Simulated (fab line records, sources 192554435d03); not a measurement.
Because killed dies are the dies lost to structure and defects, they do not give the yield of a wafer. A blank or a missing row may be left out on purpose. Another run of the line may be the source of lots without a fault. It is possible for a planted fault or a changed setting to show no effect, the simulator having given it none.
Chamber matching	flow n5_finfet	N5_DUMMY_GATE_ETCH_44 on rie_si-06 has 4 sister chambers
The step etches poly-Si in HBr/O2, stops on SiO2, target depth 127.5 nm. 20 wafers are shown with their chamber, then 10 later ones without.

WAFERS PAIRED WITH THEIR CHAMBERS
wafer	chamber	drypump_motor_current_A (A)	throttle_valve_pct (%)	oes_product_au (a.u.)
L074.2	3	5.4	18.81	0.708
L074.4	2	5.1	18.44	0.744
L074.6	0	6.5	18.71	0.721
L075.1	3	5.4	18.82	0.733
L075.4	1	6.0	18.78	0.727
L075.6	2	5.1	18.46	0.730
L078.1	1	6.0	18.78	0.735
L078.3	3	5.4	18.80	0.724
L078.4	0	6.5	18.69	0.735
L080.2	1	6.1	18.77	0.719
L080.3	3	5.4	18.82	0.715
L080.6	1	6.0	18.78	0.713
L081.3	2	5.1	18.46	0.725
L081.5	2	5.1	18.46	0.740
L081.6	1	6.0	18.79	0.713
L085.2	3	5.4	18.79	0.715
L085.3	1	6.0	18.79	0.725
L085.5	3	5.4	18.82	0.715
L087.1	0	6.4	18.59	0.742
L087.3	3	5.4	18.79	0.708

SIGNATURES (averages over the wafers above)
reading	chamber 0	chamber 1	chamber 2	chamber 3	scatter within a chamber
drypump_motor_current_A	6.467	6.017	5.100	5.400	0.0306
throttle_valve_pct	18.6633	18.7817	18.4550	18.8071	0.025
oes_product_au	0.73267	0.72200	0.73475	0.71686	0.00906
Rule: distance of a wafer from a chamber = root of the sum over the readings of ((wafer's reading minus chamber's mean) / reading's scatter) squared. If the next closest chamber is less than 2 further off than the closest, the wafer can't be placed; otherwise it belongs to the closest. The scatter: the root of (the sum of the squares of (reading less its chamber's mean) over the shown wafers, divided by (wafers less chambers)).

WAFERS WITHOUT THEIR CHAMBER
wafer	drypump_motor_current_A (A)	throttle_valve_pct (%)	oes_product_au (a.u.)
L087.6	5.1	18.46	0.726
L092.2	5.1	18.47	0.729
L092.3	5.4	18.81	0.725
L092.6	6.0	18.78	0.725
L094.1	6.0	18.80	0.732
L094.5	6.0	18.79	0.726
L094.6	5.1	18.47	0.737
L097.2	5.1	18.47	0.726
L097.3	6.0	18.76	0.726
L097.5	6.0	18.79	0.727

WHICH CHAMBER EACH ONE RAN IN
wafer	from the rows above	in truth
L087.6	2	2
L092.2	2	2
L092.3	3	3
L092.6	1	1
L094.1	1	1
L094.5	1	1
L094.6	2	2
L097.2	2	2
L097.3	1	1
L097.5	1	1
Placed correctly: 10 of 10. Can't be placed from these rows: 0. Placed wrongly: 0.
